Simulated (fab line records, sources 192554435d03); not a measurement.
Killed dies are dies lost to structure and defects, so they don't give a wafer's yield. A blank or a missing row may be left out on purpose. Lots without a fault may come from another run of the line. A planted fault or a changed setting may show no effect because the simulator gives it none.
Chamber matching | flow n5_finfet | N5_HKMG_FIN_ALD_75 on ald_hk-02: 4 sister chambers
The step deposits Al2O3, target thk 1 nm, co reactant pulse time 1 s. 8 wafers are shown with their chamber, then 7 later ones without.

WAFERS WITH THEIR CHAMBER
wafer  | chamber | heater_power_w (W) | precursor_pulse_height_rel
L080.5 | 0       | 140                | 1.008
L081.1 | 2       | 145                | 0.987
L081.5 | 2       | 146                | 0.978
L083.1 | 3       | 150                | 0.983
L083.3 | 1       | 162                | 0.986
L083.5 | 1       | 166                | 0.995
L086.2 | 3       | 148                | 0.992
L086.5 | 0       | 145                | 0.984

WAFERS WITHOUT THEIR CHAMBER
wafer  | heater_power_w (W) | precursor_pulse_height_rel
L086.6 | 150                | 0.999
L087.1 | 147                | 1.002
L087.4 | 165                | 0.975
L087.5 | 145                | 0.968
L090.3 | 167                | 0.999
L090.5 | 166                | 1.016
L090.6 | 140                | 0.994

WHICH CHAMBER EACH WENT THROUGH
wafer  | from the rows above          | in truth
L086.6 | can't be placed: 3 or 2 or 0 | 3
L087.1 | can't be placed: 3 or 0 or 2 | 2
L087.4 | 1                            | 1
L087.5 | can't be placed: 2 or 3 or 0 | 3
L090.3 | 1                            | 1
L090.5 | 1                            | 1
L090.6 | can't be placed: 0 or 2      | 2
Placed correctly: 3 of 7. Can't be placed from these rows: 4 (the true chamber is among the candidates in 4). Placed wrongly: 0.
How it was worked out, from the rows above alone: a wafer's distance from a chamber is the root of the sum, over the readings, of the square of ((its reading less the chamber's mean) divided by the reading's scatter). The wafer belongs to the nearest chamber; if the next one is less than 2 further off, it can't be placed. A chamber's mean is the mean of its shown wafers. The scatter: the root of (the sum of the squares of (reading less its chamber's mean) over the shown wafers, divided by (wafers less chambers)).
